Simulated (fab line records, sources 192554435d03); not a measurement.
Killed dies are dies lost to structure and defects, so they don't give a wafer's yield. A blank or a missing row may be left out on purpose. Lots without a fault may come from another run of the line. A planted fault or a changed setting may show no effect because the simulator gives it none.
Problem report in the 8D (eight disciplines) form, filled by code | flow n5_finfet | the parts of the form that need people (team, actions taken, sign-off) are left out

1. THE PROBLEM
SERP_M5 at N5_BEOL_M15_RC_MEAS_101 reads a mean of 45.3 ohm/um on 2 wafers of 1 lot; wafers without a fault read 38.5 ohm/um with a standard deviation of 1.3. That is +5.2 standard deviations from the usual mean.
First seen on wafer L208.2, day 16 01:18, on prober-01. The record holds 21 wafers of 7 lots with a number at this step. Rule for "out", or "out of limits": more than 4 standard deviations from the usual mean. The other wafers with a number count as sound.

2. WHAT IT IS AND WHAT IT IS NOT
question                     | is                 | is not
which readings at this step  | SERP_M5            | COMB_M10, COMB_M11, COMB_M12, COMB_M13, COMB_M14, COMB_M15, COMB_M5, COMB_M7, COMB_M8, COMB_M9, COMB_M9_max_site, SERP_M10, SERP_M11, SERP_M12, SERP_M13, SERP_M14, SERP_M6, SERP_M7, SERP_M8, SERP_M9
which lots                   | L208               | L195, L197, L199, L200, L202, L214
which wafers of those lots   | L208.2, L208.5     | L208.6
read on which gauges         | prober-01          | prober-02
when                         | from day 16 01:18  | up to then (16 sound wafers); but 3 sound wafers of L214 came after
where on the wafer (9 sites) | no site stands out | -

3. SUSPECTS, AND WHAT RULES EACH OUT
Counting: a tool at a process step up to the reading stays a suspect if it ran every lot that is out. Sound lots after the first of them don't rule it out here, since some wafers of a struck lot are sound.
- the gauge at N5_BEOL_M15_RC_MEAS_101: kept. All the wafers that are out were read on prober-01, and no step on other tools shows them out.
- rie_diel-01 at N5_BEOL_M5_TRENCH_ETCH_37 (etches SiCOH lowk in C4F6/O2, target depth 71.652 nm, time 24.7 s): kept. It ran the lot that is out, L208 (day 12 14:34); its last sound lot up to then is L195 (day 8 20:19). N5_BEOL_M5_TRENCH_ETCH_37 gives no start for some lots, so the hours and the order of its lots are those of N5_BEOL_M5_ALD_86.
- rie_diel-01 at N5_BEOL_M5_ETCH_41 (etches SiCN in CH3F/O2, target depth 31.5 nm, time 56.7 s): kept. It ran the lot that is out, L208 (day 12 14:34); its last sound lot up to then is L195 (day 8 20:19). N5_BEOL_M5_ETCH_41 gives no start for some lots, so the hours and the order of its lots are those of N5_BEOL_M5_ALD_86.
- rie_diel-01 at N5_BEOL_M5_STRIP_91 (strips in N2/H2, time 10 s): kept. It ran the lot that is out, L208 (day 12 14:34); its last sound lot up to then is L195 (day 8 20:19). N5_BEOL_M5_STRIP_91 gives no start for some lots, so the hours and the order of its lots are those of N5_BEOL_M5_ALD_86.
- ald_metal-01 at N5_BEOL_M5_ALD_86 (deposits TaN, pulse time 2 s, purge time 3 s, co reactant purge time 2 s): kept. It ran the lot that is out, L208 (day 12 14:34); its last sound lot up to then is L202 (day 11 02:06).
- cmp-02 at N5_BEOL_M5_CMP_52 (polishes, stops on SiCOH lowk, t overpolish 6.9 s, target thk 62 nm): kept. It ran the lot that is out, L208 (day 12 20:07); its last sound lot up to then is L202 (day 11 07:28).
- Within rie_diel-01 at N5_BEOL_M5_TRENCH_ETCH_37: the wafers that are out ran in chambers 1, 3; their sound lot-mates ran in chamber 0.
- Within rie_diel-01 at N5_BEOL_M5_ETCH_41: the wafers that are out ran in chambers 1, 3; their sound lot-mates ran in chamber 0.
- Within rie_diel-01 at N5_BEOL_M5_STRIP_91: the wafers that are out ran in chambers 1, 3; their sound lot-mates ran in chamber 0.
- Within ald_metal-01 at N5_BEOL_M5_ALD_86: the wafers that are out ran in chambers 1, 2; their sound lot-mates ran in chamber 3.
- Within cmp-02 at N5_BEOL_M5_CMP_52: the wafers that are out ran in chambers 0, 1; their sound lot-mates ran in chamber 3.
Left after counting: rie_diel-01 at N5_BEOL_M5_TRENCH_ETCH_37, rie_diel-01 at N5_BEOL_M5_ETCH_41, rie_diel-01 at N5_BEOL_M5_STRIP_91, ald_metal-01 at N5_BEOL_M5_ALD_86, cmp-02 at N5_BEOL_M5_CMP_52, prober-01 at N5_BEOL_M15_RC_MEAS_101.

4. THE CAUSE (what the simulator had put in)
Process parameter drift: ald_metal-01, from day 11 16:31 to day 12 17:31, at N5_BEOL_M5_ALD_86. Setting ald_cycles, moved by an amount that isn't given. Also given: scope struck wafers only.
Counting left 6 suspects, and this tool is among them.

5. THE CHAIN OF EFFECTS, in route order
Each row: a reading whose mean over the struck wafers that have a number lies more than 3 standard deviations from the usual. Only readings for which the record gives a usual standard deviation are gone through. hours: the time from each lot's start at the first step in this table that gives one to its start at this step, as a median over the lots. sigmas: the change in usual standard deviations.
hours | step                    | reading                  | usual       | on struck wafers | change | sigmas
0     | N5_BEOL_M5_CMP_52       | barrier_field_endpoint_s | 24.8 s      | 26.6             | +1.8   | +4.2
77    | N5_BEOL_M15_RC_MEAS_101 | SERP_M5                  | 38.5 ohm/um | 45.3             | +6.8   | +5.2
77    | N5_BEOL_M15_RC_MEAS_101 | SERP_M5_max_site         | 40.1 ohm/um | 47.0             | +6.9   | +4.6
The process steps in it:
- N5_BEOL_M5_CMP_52: polishes, stops on SiCOH lowk, t overpolish 6.9 s, target thk 62 nm.

6. WHAT WOULD HAVE CAUGHT IT SOONER
In this record the first reading out of limits at a measuring or inspecting step was taken at day 16 01:18, 105 hours after the fault began at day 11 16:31.
Of the tool readings at N5_BEOL_M5_ALD_86 for which the record gives a usual standard deviation, none was out on any struck wafer, so an alarm limit of 4 standard deviations on them would not have fired.
All the lots that are out (1) had begun N5_BEOL_M5_ALD_86 on ald_metal-01 by day 16 01:18. A hold on the tool at that time would have spared none of them.
